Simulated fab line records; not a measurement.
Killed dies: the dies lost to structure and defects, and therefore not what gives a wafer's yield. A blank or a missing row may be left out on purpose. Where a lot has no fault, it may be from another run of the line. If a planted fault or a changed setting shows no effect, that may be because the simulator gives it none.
fab line records    flow n5Finfet
[record] lots = 10  wafers = 30  lastDay = 17
route steps=1938 shown BEOL_M8@1370 PASSIVATION@1936
lots untouched by any fault: they come from a run of this same line in which no faults occurred
startH: the number of hours between the record's first day and the start of the first shown wafer of the lot    waitH: hours elapsed since this lot's preceding step    " repeats the value in the row above    L1.1+2: a single row standing in for several wafers    - value missing, or start not given    * or withheld: withheld    < > ~ a bound
route shown NAME@n: a module of which the file shows steps, and the number in the route of the first    usual: mean/standard deviation taken from wafers without a fault    same: alike in all rows    chamber/n: place in a boat    sites: readings site by site    _std_site: standard deviation of those values    _edge_site: mean of outer sites minus mean of inner sites    radiusMm: for every site, how far away it sits from the centre of the wafer    mask NAME#n: copy n    behind: the tool/chamber that last shaped the wafer    hold: what put the lot on hold/how long, in hours/how the hold closed    device: the n, p or np transistor that did not switch    end of line: tests run on the same wafers once the route is complete    a step given without rows: its recipe and nothing more    killed: the dies lost at the first sort to structure and to defects; this is not the yield of the wafer    map: dies across one wafer; x = killed, . = not, _ = none there
set.NAME: the setting as run; set.NAME@STEP: as run at that earlier step    model.NAME: the simulator's own value behind a step, which no gauge read
a sample of lots followed through the steps of the route, with each step as a table and each wafer as a row
services: when a tool's chamber went out of use (startH, in hours from the record's first day, below 0 if earlier), for how many hours, and the reason
[[steps]]
[step N5_BEOL_M8_ETCH_65]
[recipe] chemistry = CF4  target = SiARC  targetDepthA = 156  maskMaterial = CAR-EUV  timeS = 26  ionEnergyEv = 80  pressureMtorr = 40  sourceW = 545  biasW = 36  Ar_flow_sccm = 100  cf4FlowSccm = 100  ends = cleared
[usual] drypumpMotorCurrentA = 5.7/0.41  etchRfOnTimeS = 25.7/0.52  oesProductAu = 0.67/0.071  rfFwdPowerW = 532.3/1.9  rfVppV = 183.9/1.2  showerheadPlenumPTorr = 2.12/0.072  throttleValvePct = 15.58/0.14
lot.wafer  tool        chamber  startH  waitH  drypumpMotorCurrentA  etchRfOnTimeS  oesProductAu  rfFwdPowerW  rfHoursCounterH  rfVppV  showerheadPlenumPTorr  throttleValvePct
L601.1     rieDiel-05  2        202.81  0.0    5.6                   25.6           0.63          535.7        194              183.3   2.22                   15.37
L601.3     "           1        "       "      5.2                   26.2           0.61          532.2        197              184.8   2.12                   15.69
L601.6     "           3        "       "      5.2                   24.7           0.78          532.0        -                184.3   2.10                   15.59
L603.2     rieDiel-06  1        224.02  0.0    5.4                   25.7           0.65          531.7        153              183.9   2.13                   15.40
L603.3     "           2        "       "      5.6                   26.9           0.78          531.4        14               185.4   2.27                   15.31
L603.5     "           1        "       "      5.4                   25.7           0.65          528.2        -                183.4   2.13                   15.38
L605.2     rieDiel-06  1        229.09  0.0    5.4                   25.9           0.65          533.3        155              184.8   2.13                   15.38
L605.4     "           3        "       "      6.4                   26.3           0.60          530.9        -                183.9   2.04                   15.65
L605.6     "           2        "       "      5.7                   26.6           0.79          529.7        -                185.6   2.27                   15.33
L607.3     rieDiel-03  1        234.53  0.0    5.3                   25.3           0.79          528.7        29               184.6   2.18                   15.56
L607.5     "           0        "       "      6.1                   25.5           0.68          528.5        -                182.7   2.07                   15.65
L607.6     "           3        "       "      5.6                   26.4           0.72          529.6        -                183.6   2.09                   15.52
L604.1     rieDiel-06  2        234.74  0.0    5.6                   26.6           0.77          531.2        18               185.8   2.27                   15.32
L604.2     "           3        "       "      6.4                   25.9           0.60          531.9        220              182.9   2.03                   15.65
L604.5     "           2        "       "      5.6                   26.6           0.77          530.2        -                184.8   2.27                   15.33
L606.1     rieDiel-06  2        237.33  0.0    5.6                   26.6           0.77          530.6        20               185.8   2.27                   15.33
L606.4     "           2        "       "      5.6                   26.7           0.77          530.1        -                184.7   2.27                   15.34
L606.5     "           1        "       "      5.4                   25.8           0.65          532.0        -                184.7   2.13                   15.38
L608.1     rieDiel-05  1        237.90  0.0    5.2                   25.9           0.61          533.2        208              182.3   2.11                   15.67
L608.2     "           2        "       "      5.7                   25.4           0.63          531.1        205              185.4   2.21                   15.39
L608.5     "           0        "       "      5.7                   25.4           0.61          530.4        -                185.5   2.12                   15.73
L613.1     rieDiel-03  2        281.16  0.0    6.2                   24.9           0.62          536.7        207              182.5   2.03                   15.68
L613.5     "           2        "       "      6.2                   25.1           0.61          534.9        -                183.5   2.03                   15.68
L613.6     "           0        "       "      6.1                   25.5           0.67          532.8        -                183.1   2.07                   15.68
L623.1     rieDiel-03  0        339.71  0.0    6.1                   25.3           0.65          531.4        159              183.4   2.06                   15.73
L623.2     "           3        "       "      5.6                   26.1           0.69          529.8        97               185.1   2.08                   15.61
L623.5     "           1        "       "      5.3                   25.3           0.73          530.1        -                185.4   2.17                   15.65
L622.1     rieDiel-05  1        340.12  0.0    5.2                   26.2           0.58          536.1        244              184.5   2.10                   15.75
L622.2     "           2        "       "      5.7                   26.3           0.60          534.1        244              184.1   2.20                   15.46
L622.5     "           0        "       "      5.7                   25.5           0.59          531.6        -                184.3   2.10                   15.82
[step N5_BEOL_M8_STRIP_36]
[recipe] chemistry = N2/H2  powerW = 450  tempC = 40  pressureMtorr = 20  rfFrequencyHz = 6e+07  overashFraction = 0.3  biasPowerW = 7  h2Frac = 0.5  n2FlowSccm = 200  h2FlowSccm = 200
[usual] biasPowerW = 7.000/0.022  drypumpMotorCurrentA = 5.7/0.41  oesProductAu = 0.79/0.088  rfVppV = 59.0/1.7  showerheadPlenumPTorr = 2.51/0.091  tempC = 40.01/0.12  throttleValvePct = 23.56/0.26
lot.wafer  tool        chamber  startH  waitH  biasPowerW  drypumpMotorCurrentA  oesProductAu  rfHoursCounterH  rfVppV  showerheadPlenumPTorr  tempC  throttleValvePct
L601.1     rieDiel-05  2        202.99  0.0    7.025       5.6                   0.74          194              58.1    2.62                   40.28  23.20
L601.3     "           1        "       "      6.993       5.1                   0.72          197              57.9    2.52                   39.99  23.71
L601.6     "           3        "       "      7.047       5.2                   0.90          -                62.6    2.48                   40.06  23.81
L603.2     rieDiel-06  1        224.21  0.0    7.008       5.4                   0.75          153              57.1    2.53                   39.91  23.07
L603.3     "           2        "       "      6.991       5.6                   0.93          14               59.9    2.71                   39.90  23.29
L603.5     "           1        "       "      7.018       5.4                   0.73          -                61.9    2.53                   39.89  23.08
L605.2     rieDiel-06  1        229.27  0.0    6.986       5.4                   0.76          155              60.5    2.53                   39.97  23.09
L605.4     "           3        "       "      6.959       6.4                   0.69          -                56.7    2.40                   40.15  23.40
L605.6     "           2        "       "      6.997       5.7                   0.94          -                62.6    2.71                   39.89  23.25
L607.3     rieDiel-03  1        234.71  0.0    7.024       5.3                   0.93          29               62.3    2.59                   39.84  23.85
L607.5     "           0        "       "      7.035       6.1                   0.79          -                58.5    2.44                   39.89  23.45
L607.6     "           3        "       "      7.002       5.6                   0.88          -                57.7    2.47                   40.11  23.60
L604.1     rieDiel-06  2        234.92  0.0    7.006       5.6                   0.91          18               59.0    2.71                   39.95  23.26
L604.2     "           3        "       "      6.998       6.4                   0.69          220              60.8    2.40                   39.95  23.40
L604.5     "           2        "       "      6.984       5.6                   0.92          -                58.7    2.71                   39.71  23.30
L606.1     rieDiel-06  2        237.51  0.0    6.984       5.7                   0.91          20               58.9    2.71                   39.79  23.27
L606.4     "           2        "       "      6.988       5.6                   0.92          -                59.6    2.71                   39.96  23.29
L606.5     "           1        "       "      6.977       5.4                   0.75          -                58.6    2.52                   40.00  23.12
L608.1     rieDiel-05  1        238.08  0.0    7.002       5.2                   0.72          208              63.2    2.51                   39.90  23.72
L608.2     "           2        "       "      7.012       5.7                   0.74          205              56.2    2.61                   40.09  23.23
L608.5     "           0        "       "      6.997       5.7                   0.70          -                58.1    2.51                   39.85  23.57
L613.1     rieDiel-03  2        281.34  0.0    7.011       6.2                   0.70          207              59.0    2.42                   40.02  23.92
L613.5     "           2        "       "      7.005       6.2                   0.69          -                59.6    2.42                   40.04  23.89
L613.6     "           0        "       "      6.996       6.1                   0.77          -                59.7    2.43                   40.08  23.46
L623.1     rieDiel-03  0        339.89  0.0    7.007       6.1                   0.77          159              60.4    2.42                   39.90  23.46
L623.2     "           3        "       "      6.949       5.6                   0.83          97               58.2    2.46                   40.32  23.62
L623.5     "           1        "       "      6.954       5.3                   0.85          -                59.0    2.58                   40.15  23.88
L622.1     rieDiel-05  1        340.30  0.0    7.017       5.2                   0.69          244              59.5    2.50                   40.07  23.79
L622.2     "           2        "       "      6.973       5.7                   0.72          244              61.3    2.60                   39.77  23.25
L622.5     "           0        "       "      6.992       5.7                   0.67          -                59.6    2.49                   40.10  23.65
[step N5_BEOL_M8_CVD_78]
[recipe] material = Co  targetThkA = 20  tempC = withheld  precursor = CCTBA/H2  pressureTorr = 30  timeS = 142.3
[usual] runLengthS = 165.1/0.37
lot.wafer  tool      chamber  startH  waitH  runLengthS
L601.1     cvdCo-01  1        205.08  0.2    164.8
L601.3     "         2        "       "      165.1
L601.6     "         1        "       "      165.0
L603.2     cvdCo-02  0        226.80  0.2    165.3
L603.3     "         1        "       "      165.2
L603.5     "         1        "       "      165.6
L605.2     cvdCo-01  2        231.83  0.0    164.8
L605.4     "         2        "       "      164.8
L605.6     "         0        "       "      164.6
L607.3     cvdCo-01  0        236.13  0.3    164.7
L607.5     "         2        "       "      164.7
L607.6     "         0        "       "      165.0
L604.1     cvdCo-02  2        237.62  0.3    165.2
L604.2     "         1        "       "      166.0
L604.5     "         0        "       "      164.7
L606.1     cvdCo-02  0        238.77  0.1    165.2
L606.4     "         0        "       "      164.8
L606.5     "         1        "       "      165.2
L608.1     cvdCo-02  2        239.26  0.0    165.1
L608.2     "         1        "       "      165.8
L608.5     "         2        "       "      164.8
L613.1     cvdCo-02  2        282.86  0.1    164.8
L613.5     "         1        "       "      98.7
L613.6     "         0        "       "      98.1
L623.1     cvdCo-02  0        341.39  0.0    165.2
L623.2     "         1        "       "      165.3
L623.5     "         0        "       "      164.9
L622.1     cvdCo-02  0        342.05  0.0    164.7
L622.2     "         1        "       "      165.4
L622.5     "         2        "       "      165.2
[step N5_BEOL_M8_RS_MEAS_57]
[recipe] thkMeasGauge = four-point-probe  reads = Cu_of_BEOL_M8_ECD_50+Co_of_BEOL_M8_CVD_78+TaN_of_BEOL_M8_ALD_77
[usual] M8_RS = 0.285/0.0077
lot.wafer  tool          chamber  startH  waitH  M8_RS[ohm/sq]
L601.1     filmMetro-01  -        207.20  0.1    0.294
L601.3     "             -        "       "      0.300
L601.6     "             -        "       "      0.284
L603.2     filmMetro-01  -        227.93  0.1    0.289
L603.3     "             -        "       "      0.290
L603.5     "             -        "       "      0.292
L605.2     filmMetro-02  -        233.02  0.1    0.286
L605.4     "             -        "       "      0.291
L605.6     "             -        "       "      0.293
L607.3     filmMetro-02  -        238.51  0.1    0.269
L607.5     "             -        "       "      0.277
L607.6     "             -        "       "      0.271
L604.1     filmMetro-02  -        238.74  0.1    0.290
L604.2     "             -        "       "      0.280
L604.5     "             -        "       "      0.293
L606.1     filmMetro-02  -        240.20  0.1    0.294
L606.4     "             -        "       "      0.291
L606.5     "             -        "       "      0.279
L608.1     filmMetro-01  -        240.45  0.1    0.286
L608.2     "             -        "       "      0.277
L608.5     "             -        "       "      0.290
L613.1     filmMetro-01  -        285.84  0.1    0.282
L613.5     "             -        "       "      0.273
L613.6     "             -        "       "      0.280
L623.1     filmMetro-02  -        342.52  0.1    0.289
L623.2     "             -        "       "      0.289
L623.5     "             -        "       "      0.281
L622.1     filmMetro-01  -        343.13  0.1    0.292
L622.2     "             -        "       "      0.290
L622.5     "             -        "       "      0.292
[step N5_PASSIVATION_PROBE_49]
[usual] defectLimitedYield = 91.3/1.5  killed_at_M0_to_M3 = 34/11  killed_at_M4_up = 14/6.1  killedAtContacts = 12/5.9  killedAtFrontEnd = 39/11  killedAtOther = 4/3.3  killedDies = 102/18  killedOpen = 67/13  killedShort = 33/7.9  sort_bin_5_function = 5.1/1  sort_bin_6_memory = 3.3/0.7  sortNPass = 1077/19  sortYieldPct = 91.3/1.6
[same] grossDies = 1180  killedAtBackSide = 0  sort_bin_4_leakage[%] = 0  sort_bin_8_speed[%] = 0
lot.wafer  tool       chamber  startH  waitH  defectLimitedYield[%]  killed_at_M0_to_M3  killed_at_M4_up  killedAtContacts  killedAtFrontEnd  killedAtOther  killedDies  killedOpen  killedShort  sort_bin_5_function[%]  sort_bin_6_memory[%]  sortNPass  sortYieldPct[%]
L603.2     prober-02  -        289.01  0.1    92.6                   32                  19               9                 27                0              87          58          28           4.1                     3.2                   1093       92.6
L603.3     prober-02  -        289.06  0.1    90.4                   41                  8                8                 56                0              113         70          41           5.7                     3.5                   1067       90.4
L603.5     prober-02  -        289.16  0.2    90.4                   51                  9                9                 34                10             113         78          35           5.0                     4.3                   1067       90.4
L606.1     prober-02  -        299.30  0.0    89.7                   37                  9                17                55                3              121         71          48           5.7                     4.0                   1059       89.7
L606.4     prober-02  -        299.45  0.2    90.5                   30                  16               9                 55                2              112         71          40           5.3                     4.0                   1068       90.5
L606.5     prober-02  -        299.50  0.2    89.7                   34                  24               7                 50                6              121         83          37           7.2                     2.6                   1059       89.7
L608.1     prober-01  -        306.55  0.0    91.0                   38                  11               12                41                4              106         70          36           5.0                     3.8                   1074       91.0
L608.2     prober-01  -        306.60  0.1    91.7                   21                  19               12                40                6              98          71          27           5.2                     3.0                   1082       91.7
L608.5     prober-01  -        306.75  0.2    89.4                   29                  24               10                60                2              125         96          29           6.4                     4.1                   1055       89.4
// killed by level:class
L603.2 BEOL_M0_SAQP:geometricParticle:short=8 BEOL_M4:geometricParticle:open=8 MOL_CONTACT_COAG:geometricParticle:open=7 BEOL_M0_SAQP:geometricParticle:open=7 BEOL_M2:geometricParticle:open=7 BEOL_M3:geometricParticle:open=7 FIN_SAQP:geometricParticle:open=6 STI_FIN_REVEAL:geometricParticle:open=5
L603.3 STI_FIN_REVEAL:geometricParticle:open=21 BEOL_M0_SAQP:geometricParticle:short=13 BEOL_M3:geometricParticle:open=11 BEOL_M0_SAQP:geometricParticle:open=9 FIN_SAQP:geometricParticle:open=8 STI_FIN_REVEAL:geometricParticle:short=7 MOL_CONTACT_COAG:geometricParticle:open=6 FIN_SAQP:geometricParticle:short=5
L603.5 BEOL_M3:geometricParticle:open=16 BEOL_M0_SAQP:geometricParticle:open=10 FIN_SAQP:geometricParticle:open=8 MOL_CONTACT_COAG:geometricParticle:open=8 BEOL_M0_SAQP:geometricParticle:short=8 STI_FIN_REVEAL:geometricParticle:open=7 BEOL_M0:geometricParticle:open=5 FIN_SAQP:geometricParticle:short=4
L606.1 FIN_SAQP:geometricParticle:short=16 FIN_SAQP:geometricParticle:open=12 MOL_CONTACT_COAG:geometricParticle:open=12 STI_FIN_REVEAL:geometricParticle:open=9 BEOL_M3:geometricParticle:open=9 BEOL_M2:geometricParticle:open=6 BEOL_M3:geometricParticle:short=6 MOL_CONTACT_COAG:geometricParticle:short=5
L606.4 FIN_SAQP:geometricParticle:short=12 BEOL_M3:geometricParticle:open=12 STI_FIN_REVEAL:geometricParticle:open=11 FIN_SAQP:geometricParticle:open=9 MOL_CONTACT_COAG:geometricParticle:open=9 GATE_CUT:geometricParticle:short=8 GATE_CUT:geometricParticle:open=6 BEOL_M4:geometricParticle:open=6
L606.5 BEOL_M2:geometricParticle:open=12 FIN_SAQP:geometricParticle:open=9 FIN_SAQP:geometricParticle:short=9 BEOL_M4:geometricParticle:open=9 STI_FIN_REVEAL:geometricParticle:open=6 GATE_CUT:geometricParticle:open=6 BEOL_M0_SAQP:geometricParticle:open=6 MOL_CONTACT_COAG:geometricParticle:open=5
L608.1 MOL_CONTACT_COAG:geometricParticle:open=11 STI_FIN_REVEAL:geometricParticle:open=8 BEOL_M4:geometricParticle:open=8 FIN_SAQP:geometricParticle:short=7 BEOL_M0_SAQP:geometricParticle:short=7 BEOL_M2:geometricParticle:open=7 GATE_CUT:geometricParticle:short=6 BEOL_M3:geometricParticle:open=6
L608.2 MOL_CONTACT_COAG:geometricParticle:open=10 FIN_SAQP:geometricParticle:open=9 BEOL_M5:geometricParticle:open=9 BEOL_M3:geometricParticle:open=7 STARTING-WAFER:geometricParticle:open=6 STI_FIN_REVEAL:geometricParticle:open=5 FIN_SAQP:geometricParticle:short=3 DUMMY_GATE:geometricParticle:open=3
L608.5 FIN_SAQP:geometricParticle:open=25 BEOL_M4:geometricParticle:open=16 STI_FIN_REVEAL:geometricParticle:open=15 BEOL_M3:geometricParticle:open=13 BEOL_M0_SAQP:geometricParticle:short=8 FIN_SAQP:geometricParticle:short=7 MOL_CONTACT_COAG:geometricParticle:open=6 MOL_CONTACT_COAG:geometricParticle:short=4
[[services]]
tool        chamber  startH  hours  kind
cvdCo-01    -        212.47  5.0    repair
rieDiel-06  0        219.61  -      clean
rieDiel-06  0        219.61  -      consumableReplace:focusRing
rieDiel-06  0        219.61  23.5   scheduledDown
rieDiel-06  0        219.61  23.5   ventCycle
rieDiel-03  0        223.19  7.0    repair
rieDiel-06  3        249.82  7.8    repair
rieDiel-06  1        268.25  3.5    repair
rieDiel-05  1        280.42  2.5    repair
rieDiel-06  3        326.48  -      clean
rieDiel-06  3        326.48  -      consumableReplace:focusRing
rieDiel-06  3        326.48  -      consumableReplace:showerhead
rieDiel-06  3        326.48  11.6   scheduledDown
rieDiel-06  3        326.48  11.6   ventCycle
cvdCo-01    1        333.33  -      clean
cvdCo-01    1        333.33  22.0   scheduledDown
cvdCo-01    1        333.33  22.0   ventCycle
[[key]]
[firstSign] step = N5_BEOL_M8_CVD_78  reading = runLengthS  direction = down  sigmas = 99+  usual = *  struck = *
effect none on later readings
metAt N5_BEOL_M8_CVD_78
struckLots L613
struckWafers L613.5,L613.6
notActingAt N5_BEOL_M8_ETCH_65,N5_BEOL_M8_STRIP_36,N5_BEOL_M8_RS_MEAS_57
onsetBetween 239.26 282.86
[fault] kind = processParameterDrift  tool = cvdCo-02  chamber = -  onsetH = 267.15  steps = N5_BEOL_M8_CVD_78  channel = timeS  offset = *  shape = step  endH = 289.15  scope = struckWafersOnly  actsIn = *  stated = *
